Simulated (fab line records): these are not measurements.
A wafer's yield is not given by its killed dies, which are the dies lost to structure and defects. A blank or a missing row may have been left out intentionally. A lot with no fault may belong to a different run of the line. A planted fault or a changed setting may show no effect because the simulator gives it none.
Lot-split experiment / flow n5Finfet / 7 lots, 21 wafers read, on a route of 1938 steps

## ABOUT THE SPLIT
At N5_BEOL_M3_TRENCH_ETCH_37 (etches SiOC in C4F6/O2, target depth 55.555 nm, time 29.2 s), the setting sourceW was moved away from the recipe's 355 W on 8 of the 21 wafers read, by -17.2% to +17.5%. For the rest of the wafers, this setting stayed at what the recipe calls for.

## FROM THE SPLIT TO THE READING: what the file shows between them, 2 steps
- N5_BEOL_M3_ETCH_41: etches SiCN in CH3F/O2, target depth 29.9 nm, time 52.5 s
- N5_BEOL_M3_STRIP_97: strips in N2/H2, time 10 s

## THE READING
trenchDepthNm, in nm, at N5_BEOL_M3_OCD_MEAS_38. Typical for fault-free wafers on this fab line: 55.2 nm, with standard deviation 1 nm.

wafer=L077.1; tool, chamber at the split=rieDiel-05, 1; sourceW as run, W=301.7; against the recipe=-15.0%; trenchDepthNm, nm=50.1; against lot-mates on the recipe=-6.0
wafer=L077.3; tool, chamber at the split=rieDiel-05, 2; sourceW as run, W=301.7; against the recipe=-15.0%; trenchDepthNm, nm=50.6; against lot-mates on the recipe=-5.5
wafer=L077.5; tool, chamber at the split=rieDiel-05, 0; sourceW as run, W=355; against the recipe=recipe; trenchDepthNm, nm=56.1; against lot-mates on the recipe=-
wafer=L078.1; tool, chamber at the split=rieDiel-02, 1; sourceW as run, W=355; against the recipe=recipe; trenchDepthNm, nm=55.4; against lot-mates on the recipe=-
wafer=L078.2; tool, chamber at the split=rieDiel-02, 0; sourceW as run, W=355; against the recipe=recipe; trenchDepthNm, nm=54.6; against lot-mates on the recipe=-
wafer=L078.6; tool, chamber at the split=rieDiel-02, 3; sourceW as run, W=336.2; against the recipe=-5.3%; trenchDepthNm, nm=54.4; against lot-mates on the recipe=-0.6
wafer=L079.2; tool, chamber at the split=rieDiel-02, 2; sourceW as run, W=294.1; against the recipe=-17.2%; trenchDepthNm, nm=51.3; against lot-mates on the recipe=-4.3
wafer=L079.3; tool, chamber at the split=rieDiel-02, 1; sourceW as run, W=355; against the recipe=recipe; trenchDepthNm, nm=55.1; against lot-mates on the recipe=-
wafer=L079.5; tool, chamber at the split=rieDiel-02, 2; sourceW as run, W=355; against the recipe=recipe; trenchDepthNm, nm=56.1; against lot-mates on the recipe=-
wafer=L080.1; tool, chamber at the split=rieDiel-02, 1; sourceW as run, W=355; against the recipe=recipe; trenchDepthNm, nm=55.9; against lot-mates on the recipe=-
wafer=L080.2; tool, chamber at the split=rieDiel-02, 0; sourceW as run, W=355; against the recipe=recipe; trenchDepthNm, nm=55.1; against lot-mates on the recipe=-
wafer=L080.6; tool, chamber at the split=rieDiel-02, 2; sourceW as run, W=355; against the recipe=recipe; trenchDepthNm, nm=55.2; against lot-mates on the recipe=-
wafer=L083.3; tool, chamber at the split=rieDiel-02, 2; sourceW as run, W=355; against the recipe=recipe; trenchDepthNm, nm=54.8; against lot-mates on the recipe=-
wafer=L083.4; tool, chamber at the split=rieDiel-02, 0; sourceW as run, W=355; against the recipe=recipe; trenchDepthNm, nm=55.4; against lot-mates on the recipe=-
wafer=L083.6; tool, chamber at the split=rieDiel-02, 2; sourceW as run, W=355; against the recipe=recipe; trenchDepthNm, nm=55.9; against lot-mates on the recipe=-
wafer=L084.2; tool, chamber at the split=rieDiel-02, 3; sourceW as run, W=355; against the recipe=recipe; trenchDepthNm, nm=54.6; against lot-mates on the recipe=-
wafer=L084.5; tool, chamber at the split=rieDiel-02, 3; sourceW as run, W=400.7; against the recipe=+12.9%; trenchDepthNm, nm=57.6; against lot-mates on the recipe=+3.0
wafer=L084.6; tool, chamber at the split=rieDiel-02, 0; sourceW as run, W=400.7; against the recipe=+12.9%; trenchDepthNm, nm=58.2; against lot-mates on the recipe=+3.6
wafer=L090.1; tool, chamber at the split=rieDiel-05, 3; sourceW as run, W=417.3; against the recipe=+17.5%; trenchDepthNm, nm=59.3; against lot-mates on the recipe=+3.0
wafer=L090.5; tool, chamber at the split=rieDiel-05, 3; sourceW as run, W=355; against the recipe=recipe; trenchDepthNm, nm=56.3; against lot-mates on the recipe=-
wafer=L090.6; tool, chamber at the split=rieDiel-05, 2; sourceW as run, W=417.3; against the recipe=+17.5%; trenchDepthNm, nm=57.0; against lot-mates on the recipe=+0.7

FIT RESULTS
A straight line over all 21 wafers: trenchDepthNm changes by +0.227 nm for each +1% of sourceW; r = +0.93; the points scatter about the line by 0.86 nm.
The same after taking each lot's own level away (the mean of its wafers on the recipe; 21 wafers): +0.234 nm for each +1%; r = +0.90; scatter 1.1 nm.
That fit puts the effect of the largest move of sourceW on the reading at 4.1 nm.
Measured against the standard deviation above, the lots' own levels, which go from 54.60 to 56.30 nm, span 1.7 times it.
Hence the lot-to-lot level has little effect on the slope; both slopes agree.
Check: for one of the wafers moved furthest among these (+17.5%), held out of the fit, the line's prediction against its lot-mates is +3.93 nm. Against them it came out at +3 nm.
Tool readings at the split's step, against how far the setting was moved: rfVppV r = -0.97.

## FURTHER SPLITS ON THESE WAFERS
Before the reading, these wafers also passed through other splits. Each is held against what the fit with the lots' levels taken away leaves over:
other split on the same wafers=N5_MOL_CONTACT_COAG_ETCHBACK_136 targetDepthA; wafers away from the commonest value=7; r with trenchDepthNm (lot level and that fit taken away)=-0.18
other split on the same wafers=N5_BEOL_M0_SAQP_ETCH_107 biasW; wafers away from the commonest value=5; r with trenchDepthNm (lot level and that fit taken away)=+0.16
other split on the same wafers=N5_BEOL_M0_SAQP_COAT_34 spinRpm; wafers away from the commonest value=5; r with trenchDepthNm (lot level and that fit taken away)=-0.03
other split on the same wafers=N5_BEOL_M0_ETCH_138 sourceW; wafers away from the commonest value=8; r with trenchDepthNm (lot level and that fit taken away)=-0.09
other split on the same wafers=N5_BEOL_M1_VIA_ETCH_34 biasW; wafers away from the commonest value=10; r with trenchDepthNm (lot level and that fit taken away)=+0.42
other split on the same wafers=N5_BEOL_M1_TRENCH_ETCH_37 biasW; wafers away from the commonest value=11; r with trenchDepthNm (lot level and that fit taken away)=+0.32

## THE WHOLE CHAIN: every reading that the file lists as answering this split, in the file's order
step=N5_BEOL_M3_TRENCH_ETCH_37; what it does=etches SiOC in C4F6/O2, target depth 55.555 nm, time 29.2 s; reading=rfVppV; change (the file's fit)=-3.05 V for each +1% of the setting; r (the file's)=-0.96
step=N5_BEOL_M3_TRENCH_ETCH_37; what it does=etches SiOC in C4F6/O2, target depth 55.555 nm, time 29.2 s; reading=etch.depthNm (the simulator's own value, which no gauge read); change (the file's fit)=+0.22 nm for each +1% of the setting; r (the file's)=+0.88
step=N5_BEOL_M3_TRENCH_ETCH_37; what it does=etches SiOC in C4F6/O2, target depth 55.555 nm, time 29.2 s; reading=BEOL_M3.featureDepthNm (the simulator's own value, which no gauge read); change (the file's fit)=+0.223 nm for each +1% of the setting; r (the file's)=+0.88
step=N5_BEOL_M3_OCD_MEAS_38; what it does=; reading=trenchDepthNm; change (the file's fit)=+0.234 nm for each +1% of the setting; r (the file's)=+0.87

## THE FILE'S OWN FIT
trenchDepthNm changes by +0.234 nm for each +1% of sourceW, r = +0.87.
